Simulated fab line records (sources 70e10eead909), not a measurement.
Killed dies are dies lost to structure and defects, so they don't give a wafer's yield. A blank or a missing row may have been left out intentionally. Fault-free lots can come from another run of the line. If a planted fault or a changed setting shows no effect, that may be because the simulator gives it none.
Shared-tool check / flow nandHarc / 12 lots, 36 wafers sampled

## REASON FOR OPENING
At NHARC_END_SORT_01 the reading killedDies is flagged on 2 of 12 lots. Wafers without a fault read 60, standard deviation 18.
Rule: a lot gets a flag if all its wafers with a number sit over 4 standard deviations from that mean, or if no wafer of it has a number. The other lots count as sound.

lot=L943; measured=day 24 19:00; on=prober-01; killedDies, wafer by wafer=79 72 82; flag=
lot=L946; measured=day 25 20:31; on=prober-02; killedDies, wafer by wafer=38 34 25; flag=
lot=L945; measured=day 26 04:46; on=prober-01; killedDies, wafer by wafer=96 81 101; flag=
lot=L948; measured=day 27 00:13; on=prober-01; killedDies, wafer by wafer=65 64 55; flag=
lot=L952; measured=day 27 21:23; on=prober-02; killedDies, wafer by wafer=71 63 63; flag=
lot=L950; measured=day 27 22:13; on=prober-01; killedDies, wafer by wafer=46 51 47; flag=
lot=L951; measured=day 28 05:58; on=prober-01; killedDies, wafer by wafer=58 63 69; flag=
lot=L955; measured=day 30 01:19; on=prober-01; killedDies, wafer by wafer=60 69 62; flag=
lot=L957; measured=day 30 09:25; on=prober-01; killedDies, wafer by wafer=49 36 53; flag=
lot=L956; measured=day 30 09:27; on=prober-02; killedDies, wafer by wafer=291 315 287; flag=FLAGGED
lot=L958; measured=day 30 19:56; on=prober-01; killedDies, wafer by wafer=311 303 304; flag=FLAGGED
lot=L965; measured=day 34 04:44; on=prober-02; killedDies, wafer by wafer=45 51 55; flag=
Average over the flagged lots: 302; offset from the usual +242, equal to +13 standard deviations.

## WHICH TOOL EACH LOT WENT THROUGH
3 process steps preceding the reading are held in the record, out of 1302 steps in the route. Cell contents, in order: the tool; ch with the chambers the sampled wafers went through; the start.
lot=L943; flag=; NHARC_A_BONDPAD_DESCUM_11=rieDiel-05 ch 0,2,3, day 23 10:14; NHARC_A_BONDPAD_CMP_19=cmp-01 ch 1,3, day 23 12:17; NHARC_HYBRID_BOND_ACTIVATE_00=rieDiel-01 ch 0,2, day 23 12:50
lot=L946; flag=; NHARC_A_BONDPAD_DESCUM_11=rieDiel-05 ch 0,1,2, day 24 11:58; NHARC_A_BONDPAD_CMP_19=cmp-02 ch 0,2,3, day 24 14:11; NHARC_HYBRID_BOND_ACTIVATE_00=rieDiel-10 ch 0,1,2, day 24 14:47
lot=L945; flag=; NHARC_A_BONDPAD_DESCUM_11=rieDiel-03 ch 0,1,3, day 24 21:31; NHARC_A_BONDPAD_CMP_19=cmp-04 ch 0,1,3, day 24 23:38; NHARC_HYBRID_BOND_ACTIVATE_00=rieDiel-01 ch 0,1,3, day 25 00:14
lot=L948; flag=; NHARC_A_BONDPAD_DESCUM_11=rieDiel-03 ch 2,3, day 25 15:54; NHARC_A_BONDPAD_CMP_19=cmp-01 ch 0,1,3, day 25 17:59; NHARC_HYBRID_BOND_ACTIVATE_00=rieDiel-12 ch 1,3, day 25 18:31
lot=L952; flag=; NHARC_A_BONDPAD_DESCUM_11=rieDiel-03 ch 1,3, day 26 15:13; NHARC_A_BONDPAD_CMP_19=cmp-01 ch 0,1,3, day 26 17:16; NHARC_HYBRID_BOND_ACTIVATE_00=rieDiel-01 ch 0,1,2, day 26 17:52
lot=L950; flag=; NHARC_A_BONDPAD_DESCUM_11=rieDiel-03 ch 0,1, day 26 16:26; NHARC_A_BONDPAD_CMP_19=cmp-01 ch 0,1,2, day 26 18:34; NHARC_HYBRID_BOND_ACTIVATE_00=rieDiel-01 ch 2,3, day 26 19:07
lot=L951; flag=; NHARC_A_BONDPAD_DESCUM_11=rieDiel-03 ch 0,2,3, day 26 17:38; NHARC_A_BONDPAD_CMP_19=cmp-02 ch 0,1,2, day 26 19:42; NHARC_HYBRID_BOND_ACTIVATE_00=rieDiel-12 ch 0,1,3, day 26 20:19
lot=L955; flag=; NHARC_A_BONDPAD_DESCUM_11=rieDiel-05 ch 0,1,3, day 28 18:46; NHARC_A_BONDPAD_CMP_19=cmp-02 ch 1,3, day 28 20:49; NHARC_HYBRID_BOND_ACTIVATE_00=rieDiel-01 ch 0,2, day 28 21:24
lot=L957; flag=; NHARC_A_BONDPAD_DESCUM_11=rieDiel-06 ch 0,2,3, day 29 00:46; NHARC_A_BONDPAD_CMP_19=cmp-04 ch 1,2,3, day 29 02:47; NHARC_HYBRID_BOND_ACTIVATE_00=rieDiel-12 ch 1,2,3, day 29 03:25
lot=L956; flag=FLAGGED; NHARC_A_BONDPAD_DESCUM_11=rieDiel-03 ch 0,1,2, day 29 00:09; NHARC_A_BONDPAD_CMP_19=cmp-02 ch 1,2, day 29 02:20; NHARC_HYBRID_BOND_ACTIVATE_00=rieDiel-01 ch 0,3, day 29 02:56
lot=L958; flag=FLAGGED; NHARC_A_BONDPAD_DESCUM_11=rieDiel-03 ch 0,2, day 29 12:49; NHARC_A_BONDPAD_CMP_19=cmp-02 ch 0,2, day 29 14:49; NHARC_HYBRID_BOND_ACTIVATE_00=rieDiel-10 ch 1,3, day 29 15:24
lot=L965; flag=; NHARC_A_BONDPAD_DESCUM_11=rieDiel-03 ch 0,3, day 32 14:59; NHARC_A_BONDPAD_CMP_19=cmp-01 ch 0,2,3, day 32 17:02; NHARC_HYBRID_BOND_ACTIVATE_00=rieDiel-01 ch 1,2,3, day 32 17:37
What the steps here do:
- NHARC_A_BONDPAD_DESCUM_11: chemistry O2, time 3 s.
- NHARC_A_BONDPAD_CMP_19: polishes, t overpolish 30 s, cu recess touch 16 s, target thk 169.82 nm.
- NHARC_HYBRID_BOND_ACTIVATE_00: chemistry N2, time 60 s.
- NHARC_END_SORT_01

## FLAGGED AGAINST TOTAL, ONE TOOL AT A TIME (gauges that did the reading follow at the end)
step=NHARC_A_BONDPAD_DESCUM_11; tool=rieDiel-03; lots run=8; flagged=2; share of the flagged lots=all; sound lots run after its first flagged lot=1 (L965)
step=NHARC_A_BONDPAD_DESCUM_11; tool=rieDiel-05; lots run=3; flagged=0; share of the flagged lots=none; sound lots run after its first flagged lot=-
step=NHARC_A_BONDPAD_DESCUM_11; tool=rieDiel-06; lots run=1; flagged=0; share of the flagged lots=none; sound lots run after its first flagged lot=-
step=NHARC_A_BONDPAD_CMP_19; tool=cmp-01; lots run=5; flagged=0; share of the flagged lots=none; sound lots run after its first flagged lot=-
step=NHARC_A_BONDPAD_CMP_19; tool=cmp-02; lots run=5; flagged=2; share of the flagged lots=all; sound lots run after its first flagged lot=0
step=NHARC_A_BONDPAD_CMP_19; tool=cmp-04; lots run=2; flagged=0; share of the flagged lots=none; sound lots run after its first flagged lot=-
step=NHARC_HYBRID_BOND_ACTIVATE_00; tool=rieDiel-01; lots run=7; flagged=1; share of the flagged lots=some; sound lots run after its first flagged lot=1 (L965)
step=NHARC_HYBRID_BOND_ACTIVATE_00; tool=rieDiel-10; lots run=2; flagged=1; share of the flagged lots=some; sound lots run after its first flagged lot=0
step=NHARC_HYBRID_BOND_ACTIVATE_00; tool=rieDiel-12; lots run=3; flagged=0; share of the flagged lots=none; sound lots run after its first flagged lot=-
step=NHARC_END_SORT_01; tool=prober-01; lots run=8; flagged=1; share of the flagged lots=some; sound lots run after its first flagged lot=0
step=NHARC_END_SORT_01; tool=prober-02; lots run=4; flagged=1; share of the flagged lots=some; sound lots run after its first flagged lot=1 (L965)

## WHAT IS ALLOWED BY THE TABLE
Rows of the table that ran all the flagged lots, 2 in number: rieDiel-03 at NHARC_A_BONDPAD_DESCUM_11; cmp-02 at NHARC_A_BONDPAD_CMP_19.
- rieDiel-03 at NHARC_A_BONDPAD_DESCUM_11 ran 8 lots, 2 of them flagged. Sound lots ran on it after the first flagged one (L965), which a lasting fault on the whole tool wouldn't allow.
- cmp-02 at NHARC_A_BONDPAD_CMP_19 ran 5 lots, 2 of them flagged. It ran its last sound lot, L955, at day 28 20:49 and its first flagged lot, L956, at day 29 02:20: a fault with its onset between the two fits.
One tool is left: cmp-02 at NHARC_A_BONDPAD_CMP_19.

## WHAT THE SIMULATOR HAD INSERTED
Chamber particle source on cmp-02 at NHARC_A_BONDPAD_CMP_19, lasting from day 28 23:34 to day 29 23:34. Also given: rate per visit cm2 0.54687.
Struck lots among those shown: L956, L958. The rule above reached the same finding.
